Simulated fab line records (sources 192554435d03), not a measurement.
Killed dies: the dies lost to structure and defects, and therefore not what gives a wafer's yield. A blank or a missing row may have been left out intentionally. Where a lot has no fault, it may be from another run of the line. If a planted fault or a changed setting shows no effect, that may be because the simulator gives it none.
Split-lot experiment -- flow n5_finfet -- 7 lots, 39 wafers read, on a route of 1938 steps

SPLIT DETAILS
At N5_BEOL_M8_ETCH_66 (etches SOC in N2/H2, target depth 80 nm, overetch 16 nm, time 120 s), the setting target_depth_a was moved away from the recipe's 800 angstrom on 15 of the 39 wafers read, by +22.8% to +56.5%. The other wafers ran this setting at the recipe's value.

The reading comes from the split's own step.

THE READING
BEOL_M8.cd_nm (the simulator's own value, which no gauge read), in nm, at N5_BEOL_M8_ETCH_66 (etches SOC in N2/H2, target depth 80 nm, overetch 16 nm, time 120 s). There is no usual value for it anywhere in the file. Across the 24 wafers here that went through the recipe, the average is 40.1 nm and the standard deviation 0.28 nm.

wafer,"tool, chamber at the split","target_depth_a as run, angstrom",against the recipe,"BEOL_M8.cd_nm, nm",against lot-mates on the recipe
L077.1,"rie_diel-04, 3",800,recipe,40.2,-
L077.2,"rie_diel-04, 2",1084,+35.5%,41,+0.6
L077.3,"rie_diel-04, 1",800,recipe,40.6,-
L077.4,"rie_diel-04, 0,2",1084,+35.5%,40.8,+0.4
L077.6,"rie_diel-04, 0,2",1084,+35.5%,40.8,+0.4
L077.5,"rie_diel-04, 3",800,recipe,40.4,-
L085.1,"rie_diel-03, 0",800,recipe,40.4,-
L085.2,"rie_diel-03, 3",800,recipe,40.6,-
L085.3,"rie_diel-03, 1",800,recipe,40.4,-
L085.5,"rie_diel-03, 1",800,recipe,40.4,-
L085.4,"rie_diel-03, 2",800,recipe,40.2,-
L085.6,"rie_diel-03, 2",800,recipe,40.2,-
L089.1,"rie_diel-05, 2",1061,+32.6%,40.8,+1.1
L089.2,"rie_diel-05, 1",800,recipe,39.8,-
L089.5,"rie_diel-05, 1",800,recipe,39.8,-
L089.3,"rie_diel-05, 0",800,recipe,39.6,-
L089.4,"rie_diel-05, 2",1061,+32.6%,40.8,+1.1
L089.6,"rie_diel-05, 0",1061,+32.6%,40.6,+0.9
L091.1,"rie_diel-04, 1",800,recipe,40.2,-
L091.2,"rie_diel-04, 3",800,recipe,39.8,-
L091.3,"rie_diel-04, 2",800,recipe,40,-
L092.1,"rie_diel-03, 0",1252,+56.5%,40.8,+0.6
L092.2,"rie_diel-03, 2",800,recipe,40,-
L092.3,"rie_diel-03, 3",800,recipe,40.4,-
L092.4,"rie_diel-03, 1",1252,+56.5%,41.2,+1.0
L092.5,"rie_diel-03, 3",800,recipe,40.2,-
L092.6,"rie_diel-03, 0",1252,+56.5%,41.2,+1.0
L094.1,"rie_diel-05, 2",800,recipe,40,-
L094.2,"rie_diel-05, 0",800,recipe,39.8,-
L094.3,"rie_diel-05, 3",1036,+29.5%,40.6,+0.6
L094.4,"rie_diel-05, 0",1036,+29.5%,40.6,+0.6
L094.5,"rie_diel-05, 2",1036,+29.5%,40.8,+0.8
L094.6,"rie_diel-05, 3",800,recipe,40.2,-
L097.1,"rie_diel-04, 0,2",982.5,+22.8%,40.4,+0.5
L097.2,"rie_diel-04, 0,2",982.5,+22.8%,40.4,+0.5
L097.3,"rie_diel-04, 3,2",800,recipe,39.8,-
L097.5,"rie_diel-04, 3,2",800,recipe,39.8,-
L097.4,"rie_diel-04, 1",800,recipe,40,-
L097.6,"rie_diel-04, 1",982.5,+22.8%,40.4,+0.5
Where a row lists several chambers, the file gives one row for several wafers and doesn't say which wafer went through which chamber.

FIT RESULTS
A straight line over all 39 wafers: BEOL_M8.cd_nm changes by +0.0178 nm for each +1% of target_depth_a; r = +0.82; the points scatter about the line by 0.24 nm.
The same after taking each lot's own level away (the mean of its wafers on the recipe; 39 wafers): +0.0182 nm for each +1%; r = +0.87; scatter 0.2 nm.
The reading moves by 1 nm for the largest change in target_depth_a, on that fit.
Across the lots, their own levels run from 39.73 to 40.40 nm, a range of 2.4 times the standard deviation given above.
The two slopes are in agreement: the lot-to-lot level therefore moves the slope only a little.
Check: for one of the wafers moved furthest among these (+56.5%), held out of the fit, the line's prediction against its lot-mates is +1.14 nm. It came out at +0.6 nm against them.

OTHER SPLITS ON THESE WAFERS
Other splits were also applied to these wafers ahead of the reading. Each is held against what the fit with the lots' levels taken away leaves over:
other split on the same wafers,wafers away from the commonest value,r with BEOL_M8.cd_nm (lot level and that fit taken away)
N5_BEOL_M3_ILD_DEP_00 time_s,9,+0.18
N5_BEOL_M3_TRENCH_ETCH_37 target_depth_a,15,+0.12
N5_BEOL_M6_ILD_DEP_00 time_s,12,-0.25

THE WHOLE CHAIN: every reading that the file lists as answering this split, in the file's order
step,what it does,reading,change (the file's fit),r (the file's)
N5_BEOL_M8_ETCH_66,"etches SOC in N2/H2, target depth 80 nm, overetch 16 nm, time 120 s","SiARC_of_BEOL_M8_COAT_64.thk_nm (the simulator's own value, which no gauge read)",-0.0455 nm for each +1% of the setting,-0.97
N5_BEOL_M8_ETCH_66,"etches SOC in N2/H2, target depth 80 nm, overetch 16 nm, time 120 s","BEOL_M8.cd_nm (the simulator's own value, which no gauge read)",+0.0188 nm for each +1% of the setting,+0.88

THE FILE'S OWN FIT
BEOL_M8.cd_nm changes by +0.0188 nm for each +1% of target_depth_a, r = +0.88.
